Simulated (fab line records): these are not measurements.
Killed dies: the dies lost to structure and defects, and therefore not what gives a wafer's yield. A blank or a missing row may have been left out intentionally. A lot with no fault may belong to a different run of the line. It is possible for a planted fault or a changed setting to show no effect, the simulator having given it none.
Which tool did it? | flow n5_finfet | 12 lots, 36 wafers sampled, at 4 steps of a route of 1938

== WHAT EACH GAUGE READ, for each wafer ==
No reading from a measuring or inspecting step in the record can be judged against a usual standard deviation.

== EACH LOT AND THE TOOL THAT RAN IT (in order: tool; ch and the chambers of the sampled wafers; start) ==
lot  | N5_BEOL_M1_SPUTTER_81        | N5_PASSIVATION_STRIP_14            | N5_PASSIVATION_DEGAS_18      | N5_PASSIVATION_PROBE_49
L747 | pvd_sputter-01, day 6 09:04  | rie_diel-06 ch 1,3, day 11 22:43   | pvd_sputter-03, day 11 22:56 | prober-02, day 12 05:05
L748 | pvd_sputter-02, day 6 12:37  | rie_diel-06 ch 1,3, day 12 04:16   | pvd_sputter-03, day 12 04:50 | prober-02, day 12 11:12
L749 | pvd_sputter-03, day 6 15:01  | rie_diel-03 ch 0,2,3, day 12 04:05 | pvd_sputter-02, day 12 04:41 | prober-02, day 12 10:35
L755 | pvd_sputter-01, day 8 11:06  | rie_diel-06 ch 0,3, day 14 00:05   | pvd_sputter-03, day 14 00:52 | prober-02, day 14 07:20
L756 | pvd_sputter-01, day 8 17:06  | rie_diel-06 ch 1,3, day 14 04:23   | pvd_sputter-02, day 14 04:50 | prober-02, day 14 10:52
L758 | pvd_sputter-02, day 9 05:51  | rie_diel-06 ch 0,1,3, day 14 17:07 | pvd_sputter-02, day 14 17:23 | prober-01, day 14 23:25
L760 | pvd_sputter-02, day 9 15:11  | rie_diel-06 ch 1,2,3, day 15 05:15 | pvd_sputter-03, day 15 05:45 | prober-01, day 15 12:02
L762 | pvd_sputter-02, day 10 00:58 | rie_diel-06 ch 1,2,3, day 15 17:40 | pvd_sputter-01, day 15 17:56 | prober-01, day 16 00:00
L764 | pvd_sputter-03, day 10 11:57 | rie_diel-04 ch 1,2, day 15 20:17   | pvd_sputter-01, day 15 20:38 | prober-02, day 16 02:24
L766 | pvd_sputter-02, day 11 07:16 | rie_diel-06 ch 0,1,2, day 16 20:40 | pvd_sputter-02, day 16 21:07 | prober-01, day 17 02:38
L768 | pvd_sputter-03, day 11 13:41 | rie_diel-03 ch 0,2, day 17 04:48   | pvd_sputter-01, day 17 05:28 | prober-02, day 17 11:22
L769 | pvd_sputter-02, day 12 06:38 | rie_diel-04 ch 1,3, day 17 05:08   | pvd_sputter-03, day 17 05:28 | prober-01, day 17 11:34
- N5_BEOL_M1_SPUTTER_81: material Cu, target thk 4.5 nm, time 8.29 s.
- N5_PASSIVATION_STRIP_14: strips in O2.
- N5_PASSIVATION_DEGAS_18: time 60 s.
- N5_PASSIVATION_PROBE_49

== AS READ BY THE TOOLS THEMSELVES (means over the sampled wafers that have a number; for cases with no such wafer, the mark the record gives instead) ==
N5_BEOL_M1_SPUTTER_81. Usual: chuck_gas_flow_sccm 1.27 sccm, standard deviation 0.051; throttle_valve_pct 30.0 %, standard deviation 1.6.
lot  | tool           | chuck_gas_flow_sccm (sccm) | throttle_valve_pct (%) | flag
L747 | pvd_sputter-01 | 1.25                       | 30.6                   |
L748 | pvd_sputter-02 | 1.26                       | 30.5                   |
L749 | pvd_sputter-03 | 1.25                       | 29.7                   |
L755 | pvd_sputter-01 | 1.26                       | 30.2                   |
L756 | pvd_sputter-01 | 1.29                       | 29.1                   |
L758 | pvd_sputter-02 | 1.19                       | 30.4                   |
L760 | pvd_sputter-02 | 1.27                       | 30.8                   |
L762 | pvd_sputter-02 | 1.29                       | 30.7                   |
L764 | pvd_sputter-03 | 1.28                       | 30.1                   |
L766 | pvd_sputter-02 | 1.21                       | 29.8                   |
L768 | pvd_sputter-03 | 1.25                       | 30.3                   |
L769 | pvd_sputter-02 | 1.24                       | 30.7                   |

N5_PASSIVATION_STRIP_14. Usual: drypump_motor_current_A 6.0 A, standard deviation 0.54; oes_product_au 0.82 a.u., standard deviation 0.096; rf_vpp_V 3.7 V, standard deviation 0.88; showerhead_plenum_p_Torr 2.09 Torr, standard deviation 0.068; throttle_valve_pct 16.64 %, standard deviation 0.25.
lot  | tool        | drypump_motor_current_A (A) | oes_product_au (a.u.) | rf_vpp_V (V) | showerhead_plenum_p_Torr (Torr) | throttle_valve_pct (%) | flag
L747 | rie_diel-06 | 6.5                         | 0.95                  | 3.0          | 2.17                            | 16.46                  |
L748 | rie_diel-06 | 6.5                         | 0.95                  | 3.6          | 2.17                            | 16.46                  |
L749 | rie_diel-03 | 6.4                         | 0.88                  | 3.6          | 2.06                            | 16.42                  |
L755 | rie_diel-06 | 6.3                         | 0.81                  | 4.5          | 2.13                            | 16.69                  |
L756 | rie_diel-06 | 6.5                         | 0.90                  | 3.8          | 2.16                            | 16.48                  |
L758 | rie_diel-06 | 6.3                         | 0.84                  | 4.3          | 2.12                            | 16.63                  |
L760 | rie_diel-06 | 5.9                         | 0.90                  | 4.6          | 2.11                            | 16.51                  |
L762 | rie_diel-06 | 5.9                         | 0.90                  | 3.5          | 2.11                            | 16.51                  |
L764 | rie_diel-04 | 6.0                         | 0.80                  | 3.5          | 2.01                            | 16.81                  |
L766 | rie_diel-06 | 5.6                         | 0.81                  | 4.3          | 2.06                            | 16.69                  |
L768 | rie_diel-03 | 6.3                         | 0.76                  | 3.1          | 2.02                            | 16.59                  |
L769 | rie_diel-04 | 6.2                         | 0.77                  | 3.4          | 2.07                            | 17.03                  |

N5_PASSIVATION_DEGAS_18. Usual: heater_power_w at 455 W, with a standard deviation of 47.
lot  | tool           | heater_power_w (W) | flag
L747 | pvd_sputter-03 | 419                |
L748 | pvd_sputter-03 | 415                |
L749 | pvd_sputter-02 | 472                |
L755 | pvd_sputter-03 | 424                |
L756 | pvd_sputter-02 | 472                |
L758 | pvd_sputter-02 | 521                |
L760 | pvd_sputter-03 | 423                |
L762 | pvd_sputter-01 | 459                |
L764 | pvd_sputter-01 | 462                |
L766 | pvd_sputter-02 | 491                |
L768 | pvd_sputter-01 | 456                |
L769 | pvd_sputter-03 | 426                |

N5_PASSIVATION_PROBE_49. Usual: defect_limited_yield 91.0 %, standard deviation 1.4; killed_at_M0_to_M3 36, standard deviation 11; killed_at_M4_up 13, standard deviation 5.4; killed_at_contacts 12, standard deviation 6.4; killed_at_front_end 41, standard deviation 13; killed_at_other 2.9, standard deviation 2.3; killed_dies 106, standard deviation 17; killed_on_rim 14, standard deviation 3.9; killed_open 70, standard deviation 12; killed_short 34, standard deviation 8.4; sort_bin_4_leakage 0.01 %, standard deviation 0.057; sort_bin_5_function 5.2 %, standard deviation 1; sort_bin_6_memory 3.4 %, standard deviation 0.63; sort_bin_8_speed 0.1 %, standard deviation 0.49; sort_n_pass 1074, standard deviation 18; sort_yield_pct 91.0 %, standard deviation 1.6.
lot  | tool      | defect_limited_yield (%) | killed_at_M0_to_M3 | killed_at_M4_up | killed_at_contacts | killed_at_front_end | killed_at_other | killed_dies | killed_on_rim | killed_open | killed_short | sort_bin_4_leakage (%) | sort_bin_5_function (%) | sort_bin_6_memory (%) | sort_bin_8_speed (%) | sort_n_pass | sort_yield_pct (%) | flag
L747 | prober-02 | 90.4                     | 36                 | 14              | 8                  | 51                  | 5.0             | 114         | 17            | 67          | 43           | 0.03                   | 5.2                     | 3.6                   | 0.0                  | 1066        | 90.3               |
L748 | prober-02 | 92.6                     | 33                 | 14              | 11                 | 27                  | 2.7             | 87          | 12            | 57          | 29           | 0.00                   | 4.1                     | 3.1                   | 0.0                  | 1093        | 92.6               |
L749 | prober-02 | 90.2                     | 34                 | 12              | 28                 | 38                  | 3.3             | 116         | 12            | 81          | 31           | 0.00                   | 5.8                     | 3.7                   | 0.0                  | 1064        | 90.2               |
L755 | prober-02 | 83.4                     | 120                | 11              | 10                 | 53                  | 1.7             | 196         | 27            | 66          | 36           | 0.00                   | 10.2                    | 3.7                   | 0.0                  | 984         | 83.4               | OFF
L756 | prober-02 | 82.3                     | 151                | 6               | 13                 | 34                  | 4.7             | 209         | 19            | 54          | 32           | 0.00                   | 10.3                    | 4.2                   | 0.0                  | 971         | 82.3               | OFF
L758 | prober-01 | 90.4                     | 46                 | 16              | 8                  | 40                  | 2.3             | 113         | 15            | 75          | 37           | 0.00                   | 5.3                     | 4.0                   | 1.2                  | 1053        | 89.2               |
L760 | prober-01 | 89.8                     | 45                 | 15              | 10                 | 49                  | 0.7             | 120         | 15            | 73          | 44           | 0.00                   | 5.9                     | 4.0                   | 0.0                  | 1060        | 89.8               |
L762 | prober-01 | 90.9                     | 38                 | 8               | 7                  | 53                  | 0.7             | 107         | 13            | 59          | 39           | 0.00                   | 5.1                     | 3.3                   | 0.0                  | 1073        | 90.9               |
L764 | prober-02 | 91.8                     | 30                 | 7               | 14                 | 39                  | 6.0             | 96          | 16            | 58          | 37           | 0.00                   | 5.1                     | 3.0                   | 0.0                  | 1084        | 91.8               |
L766 | prober-01 | 90.4                     | 36                 | 8               | 22                 | 46                  | 1.3             | 114         | 9             | 75          | 37           | 0.00                   | 5.7                     | 3.6                   | 0.0                  | 1066        | 90.4               |
L768 | prober-02 | 92.8                     | 25                 | 9               | 9                  | 38                  | 4.0             | 85          | 14            | 63          | 20           | 0.00                   | 4.5                     | 2.5                   | 0.0                  | 1095        | 92.8               |
L769 | prober-01 | 90.0                     | 26                 | 24              | 15                 | 46                  | 7.3             | 118         | 16            | 83          | 33           | 0.00                   | 5.6                     | 4.0                   | 0.0                  | 1062        | 90.0               |

== THE ANSWER, worked out from the rows above alone ==
Rule: lot off if the mean of its wafers having a number is beyond 3 standard deviations from the usual mean. A lot without any number at a reading at which 4 lots or more have one is off too. All remaining lots with rows at the step are treated as sound. First the gauges in route order, then the tools' own readings, where a lot's mean is used as printed above. At the first step where some lot is off, the reading lying furthest off is the one used; lots without a number count as furthest.
Off: L755, L756 (N5_PASSIVATION_PROBE_49, killed_at_M0_to_M3).
A tool fits if, at that step or a process step before it, it ran every lot that is off, and no sound lot after the first of them. One candidate fits, namely pvd_sputter-01 at N5_BEOL_M1_SPUTTER_81. A fault onset in the window from L747 (day 6 09:04, its last sound lot) to L755 (day 8 11:06, its first lot off) fits.

== WHAT HAD BEEN PUT IN BY THE SIMULATOR ==
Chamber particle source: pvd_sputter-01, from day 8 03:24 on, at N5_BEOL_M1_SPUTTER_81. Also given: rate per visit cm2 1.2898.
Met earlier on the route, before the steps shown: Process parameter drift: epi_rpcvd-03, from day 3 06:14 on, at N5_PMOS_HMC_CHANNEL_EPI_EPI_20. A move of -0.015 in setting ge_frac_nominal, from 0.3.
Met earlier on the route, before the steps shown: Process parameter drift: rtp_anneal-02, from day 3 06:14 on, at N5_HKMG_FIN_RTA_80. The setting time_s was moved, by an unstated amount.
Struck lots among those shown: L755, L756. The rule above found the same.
